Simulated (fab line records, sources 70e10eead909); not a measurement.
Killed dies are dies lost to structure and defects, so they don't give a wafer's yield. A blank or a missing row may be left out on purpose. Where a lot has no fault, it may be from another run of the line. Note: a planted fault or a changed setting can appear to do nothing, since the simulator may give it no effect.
Chamber matching + flow nandHarc + NHARC_P_M2_STRIP_18 on rieDiel-04 has 4 sister chambers
The step strips in N2/H2. 4 wafers are shown with their chamber, then 9 later ones without.

WAFERS WITH THEIR CHAMBER
| wafer  | chamber | drypumpMotorCurrentA (A) |
|--------|---------|--------------------------|
| L080.3 | 2       | 5.7                      |
| L088.2 | 1       | 6.2                      |
| L088.3 | 0       | 5.8                      |
| L088.5 | 3       | 5.2                      |

WAFERS WITHOUT THEIR CHAMBER
| wafer  | drypumpMotorCurrentA (A) |
|--------|--------------------------|
| L091.2 | 5.1                      |
| L091.4 | 5.8                      |
| L091.5 | 5.1                      |
| L092.2 | 5.7                      |
| L092.4 | 6.2                      |
| L092.5 | 5.8                      |
| L095.2 | 5.1                      |
| L095.4 | 5.8                      |
| L095.5 | 6.2                      |

WHICH CHAMBER EACH WENT THROUGH
| wafer  | from the rows above     | in truth |
|--------|-------------------------|----------|
| L091.2 | 3                       | 3        |
| L091.4 | can't be placed: 0 or 2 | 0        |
| L091.5 | 3                       | 3        |
| L092.2 | can't be placed: 2 or 0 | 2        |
| L092.4 | 1                       | 1        |
| L092.5 | can't be placed: 0 or 2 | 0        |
| L095.2 | 3                       | 3        |
| L095.4 | can't be placed: 0 or 2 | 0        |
| L095.5 | 1                       | 1        |
Correct placement for 5 of the 9. Cannot be placed on the basis of these rows: 4; the candidates contain the true chamber in 4. Number placed wrongly: 0.
How it was worked out, from the rows above alone: a wafer's distance from a chamber is the root of the sum, over the readings, of the square of ((its reading less the chamber's mean) divided by the reading's scatter). If the next closest chamber is less than 2 further off than the closest, the wafer can't be placed; otherwise it belongs to the closest. The mean given for a chamber averages the wafers shown for that chamber. The scatter (one wafer shown for each chamber): square how far every hidden wafer sits from the nearest shown wafer, average those squares and take the square root.
